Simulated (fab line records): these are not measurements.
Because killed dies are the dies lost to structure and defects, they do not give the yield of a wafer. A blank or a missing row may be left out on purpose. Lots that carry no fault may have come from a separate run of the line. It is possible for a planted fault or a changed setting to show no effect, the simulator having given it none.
A single fault, viewed from 2 desks :: flow n5_finfet :: numbers are kept per desk, each desk with only its own; the story behind them comes last

THE METROLOGY DESK
What the gauges read for every lot (on any tool): the sampled wafers with a number, averaged. If a lot's mean is further than 4 standard deviations from the usual mean, the lot is out of limits and carries the mark OUT (the distance appears in the brackets).
Columns: A = trench_depth_nm at N5_BEOL_M8_OCD_MEAS_38, usual 93.6 nm
lot: L481
first seen here: day 9 22:47
A: 94.8

lot: L482
first seen here: day 10 08:42
A: 91.3

lot: L483
first seen here: day 10 14:44
A: 93.4

lot: L486
first seen here: day 10 21:53
A: 96.0

lot: L484
first seen here: day 10 22:21
A: 95.1

lot: L485
first seen here: day 11 01:03
A: 93.5

lot: L490
first seen here: day 12 04:52
A: 94.1

lot: L492
first seen here: day 12 09:10
A: 93.2

lot: L497
first seen here: day 13 21:41
A: 92.7

lot: L498
first seen here: day 14 13:15
A: 93.1

lot: L499
first seen here: day 14 17:33
A: 94.8

lot: L502
first seen here: day 15 15:05
A: 92.7
Result from this desk: across the 12 lots, nothing is out of limits.

TOOL OWNER'S DESK, cvd_co-01
The tool's own readings at N5_BEOL_M8_CVD_78 (deposits Co from CCTBA/H2, target thk 2 nm, time 142.3 s): means of the sampled wafers that have a number, for each lot that ran on this tool. If a lot's mean is further than 4 standard deviations from the usual mean, the lot is out of limits and carries the mark OUT (the distance appears in the brackets).
Columns: A = run_length_s at N5_BEOL_M8_CVD_78, usual 165.5 s
lot: L482
first seen here: day 10 10:11
A: 165.6

lot: L483
first seen here: day 10 16:58
A: 165.4

lot: L486
first seen here: day 10 23:08
A: 165.2

lot: L484
first seen here: day 11 00:52
A: 165.1

lot: L490
first seen here: day 12 05:53
A: 87.8 (-99 or more) OUT

lot: L492
first seen here: day 12 10:45
A: 87.8 (-99 or more) OUT
This desk finds L490, L492 out of limits, L490 being first, at day 12 05:53 (run_length_s at N5_BEOL_M8_CVD_78). L482, L483, L486, L484 stayed within limits.

ALL TOGETHER
On L490, L492, at day 12 05:53, an alarm was possible from the tool owner's desk.
Metrology desk: nothing out of limits seen.
The metrology desk holds a record of L490, L492, inside its limits.
On cvd_co-01, each named lot ran N5_BEOL_M8_CVD_78.

WHAT WAS PUT IN BY THE SIMULATOR
Process parameter drift: cvd_co-01, from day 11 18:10 on, at N5_BEOL_M8_CVD_78. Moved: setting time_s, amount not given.
Struck lots among those shown: L490, L492.
Delay in hours, fault start to first out-of-limits reading, by desk: the tool owner's desk at 12.
